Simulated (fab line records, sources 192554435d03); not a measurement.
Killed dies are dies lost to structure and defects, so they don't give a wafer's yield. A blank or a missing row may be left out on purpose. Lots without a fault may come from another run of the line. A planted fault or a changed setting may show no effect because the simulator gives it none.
Split-lot experiment | flow n5_finfet | 7 lots, 21 wafers read, on a route of 1938 steps

THE SPLIT
At N5_BEOL_M6_TRENCH_ETCH_37 (etches SiCOH lowk in C4F6/O2, target depth 94.435 nm, time 31.5 s), the setting bias_w was moved away from the recipe's 185 W on 3 of the 21 wafers read, by +9.5% to +17.9%. The other wafers ran this setting at the recipe's value.

The reading is taken at the split's own step.

THE READING
rf_vpp_V, in V, at N5_BEOL_M6_TRENCH_ETCH_37 (etches SiCOH lowk in C4F6/O2, target depth 94.435 nm, time 31.5 s). Fault-free wafers of this fab line usually give 667 V, standard deviation 9.2 V.

wafer  | tool, chamber at the split | bias_w as run, W | against the recipe | rf_vpp_V, V | against lot-mates on the recipe
L083.2 | rie_diel-01, 0             | 185              | recipe             | 668         | -
L083.3 | rie_diel-01, 3             | 185              | recipe             | 675         | -
L083.4 | rie_diel-01, 2             | 202.5            | +9.5%              | 707         | +36
L086.2 | rie_diel-03, 3             | 185              | recipe             | 670         | -
L086.3 | rie_diel-03, 1             | 185              | recipe             | 664         | -
L086.6 | rie_diel-03, 1             | 185              | recipe             | 664         | -
L088.2 | rie_diel-06, 2             | 185              | recipe             | 674         | -
L088.3 | rie_diel-06, 0             | 185              | recipe             | 649         | -
L088.6 | rie_diel-06, 3             | 185              | recipe             | 674         | -
L090.4 | rie_diel-06, 0             | 185              | recipe             | 649         | -
L090.5 | rie_diel-06, 1             | 185              | recipe             | 676         | -
L090.6 | rie_diel-06, 0             | 185              | recipe             | 650         | -
L092.2 | rie_diel-01, 1             | 218.2            | +17.9%             | 740         | +77
L092.3 | rie_diel-01, 3             | 185              | recipe             | 675         | -
L092.5 | rie_diel-01, 1             | 185              | recipe             | 651         | -
L094.1 | rie_diel-06, 1             | 185              | recipe             | 677         | -
L094.2 | rie_diel-06, 3             | 185              | recipe             | 675         | -
L094.3 | rie_diel-06, 0             | 185              | recipe             | 652         | -
L096.3 | rie_diel-06, 2             | 216.2            | +16.9%             | 761         | +100
L096.4 | rie_diel-06, 0             | 185              | recipe             | 650         | -
L096.5 | rie_diel-06, 2             | 185              | recipe             | 673         | -

THE FIT
A straight line over all 21 wafers: rf_vpp_V changes by +4.85 V for each +1% of bias_w; r = +0.92; the points scatter about the line by 12 V.
The same after taking each lot's own level away (the mean of its wafers on the recipe; 21 wafers): +4.89 V for each +1%; r = +0.93; scatter 11 V.
On that fit, the largest move of bias_w shifts the reading by 88 V.
The lots' own levels span 658.3 to 671.5 V, that is 1.4 times the standard deviation above.
So the lot-to-lot level changes the slope little: the two slopes agree.
Check: with one of the wafers moved furthest among these (+17.9%) left out of the fit, the line predicts +96.8 V for it against its lot-mates. It came out at +77 V against them.
Tool readings at the split's step, against how far the setting was moved: rf_vpp_V r = +0.92.

OTHER SPLITS ON THESE WAFERS
These wafers also went through other splits before the reading. Each is held against what the fit with the lots' levels taken away leaves over:
other split on the same wafers | wafers away from the commonest value | r with rf_vpp_V (lot level and that fit taken away)
N5_BEOL_M5_ILD_DEP_00 time_s   | 8                                    | -0.23
N5_BEOL_M5_COAT_71 spin_rpm    | 6                                    | -0.50
N5_BEOL_M6_ETCH_66 bias_w      | 8                                    | +0.14

THE FILE'S OWN FIT
rf_vpp_V changes by +4.89 V for each +1% of bias_w, r = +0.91.
